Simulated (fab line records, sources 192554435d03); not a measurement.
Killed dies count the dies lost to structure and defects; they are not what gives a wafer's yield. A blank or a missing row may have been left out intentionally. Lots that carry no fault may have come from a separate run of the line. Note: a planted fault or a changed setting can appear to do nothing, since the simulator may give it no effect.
Lot-split experiment | flow n5 finfet | 21 wafers read across 7 lots, on a route 1938 steps long

== ON THE SPLIT ==
At N5_BEOL_M2_DESCUM_16 (chemistry O2, time 7 s), the setting time s was moved away from the recipe's 7 s on 7 of the 21 wafers read, by -12.8% to +22.2%. The other wafers ran this setting at the recipe's value.

The reading is taken at the split's own step.

== THE READING ==
CAR-EUV_of_BEOL_M2_COAT_05.thk nm (the simulator's own value, which no gauge read), in nm, at N5_BEOL_M2_DESCUM_16 (chemistry O2, time 7 s). The file does not state a usual value for it. The 14 wafers here that ran the recipe average 26.0 nm, standard deviation 0.13 nm.

wafer  | tool, chamber at the split | time s as run, s | against the recipe | CAR-EUV_of_BEOL_M2_COAT_05.thk nm, nm | against lot-mates on the recipe
L077.2 | rie diel-01, 0             | 6.564            | -6.2%              | 26.2                                  | +0.2
L077.3 | rie diel-01, 1,3           | 7                | recipe             | 26                                    | -
L077.4 | rie diel-01, 1,3           | 7                | recipe             | 26                                    | -
L084.1 | rie diel-03, 0             | 7                | recipe             | 26                                    | -
L084.2 | rie diel-03, 3             | 6.106            | -12.8%             | 26.4                                  | +0.3
L084.4 | rie diel-03, 2             | 7                | recipe             | 26.2                                  | -
L086.2 | rie diel-06, 0,1           | 7                | recipe             | 26.2                                  | -
L086.4 | rie diel-06, 0,1           | 7                | recipe             | 26.2                                  | -
L086.6 | rie diel-06, 2             | 8.553            | +22.2%             | 25.4                                  | -0.8
L087.1 | rie diel-03, 2             | 8.112            | +15.9%             | 25.6                                  | -0.6
L087.6 | rie diel-03, 2             | 8.112            | +15.9%             | 25.6                                  | -0.6
L087.2 | rie diel-03, 1             | 7                | recipe             | 26.2                                  | -
L093.4 | rie diel-06, 2,0           | 7                | recipe             | 26                                    | -
L093.5 | rie diel-06, 2,0           | 7                | recipe             | 26                                    | -
L093.6 | rie diel-06, 3             | 7                | recipe             | 25.8                                  | -
L096.2 | rie diel-06, 2             | 6.112            | -12.7%             | 26.4                                  | +0.2
L096.4 | rie diel-06, 1             | 7                | recipe             | 26.2                                  | -
L096.6 | rie diel-06, 1             | 6.112            | -12.7%             | 26.6                                  | +0.4
L097.1 | rie diel-06, 1,0           | 7                | recipe             | 26                                    | -
L097.3 | rie diel-06, 1,0           | 7                | recipe             | 26                                    | -
L097.4 | rie diel-06, 2             | 7                | recipe             | 25.8                                  | -
Rows listing several chambers each stand for several wafers; the file does not say which wafer went through which chamber.

FIT RESULTS
A straight line over all 21 wafers: CAR-EUV_of_BEOL_M2_COAT_05.thk nm changes by -0.03 nm for each +1% of time s; r = -0.91; the points scatter about the line by 0.12 nm.
The same after taking each lot's own level away (the mean of its wafers on the recipe; 21 wafers): -0.0324 nm for each +1%; r = -0.96; scatter 0.084 nm.
According to that fit, moving time s by its largest amount changes the reading by 0.72 nm.
Across the lots, their own levels run from 25.93 to 26.20 nm, a range of 2.0 times the standard deviation given above.
Consequently the slope shifts little with the lot-to-lot level, the two slopes agreeing.
Check: for one of the wafers moved furthest among these (+22.2%), held out of the fit, the line's prediction against its lot-mates is -0.716 nm. It came out at -0.8 nm against them.

== ADDITIONAL SPLITS CARRIED BY THESE WAFERS ==
Note: prior to the reading, these wafers also went through further splits. Each is held against what the fit with the lots' levels taken away leaves over:
other split on the same wafers        | wafers away from the commonest value | r with CAR-EUV_of_BEOL_M2_COAT_05.thk nm (lot level and that fit taken away)
N5_SD_EPI_P_COAT_34 spin rpm          | 5                                    | +0.27
N5_SDB_COAT_05 spin rpm               | 6                                    | -0.11
N5_HKMG_FIN_ETCH_58 bias w            | 8                                    | +0.29
N5_HKMG_FIN_PEB_10 peb time s         | 6                                    | -0.20
N5_MOL_CONTACT_COAG_ETCH_15 source w  | 6                                    | +0.17
N5_BEOL_M0_SAQP_MANDREL_ETCH_20 icp w | 7                                    | -0.19
N5_BEOL_M0_SAQP_COAT_87 spin rpm      | 9                                    | -0.16
N5_BEOL_M0_ETCH_109 bias w            | 7                                    | -0.04

== FILE'S OWN FIT ==
CAR-EUV_of_BEOL_M2_COAT_05.thk nm changes by -0.0327 nm for each +1% of time s, r = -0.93.
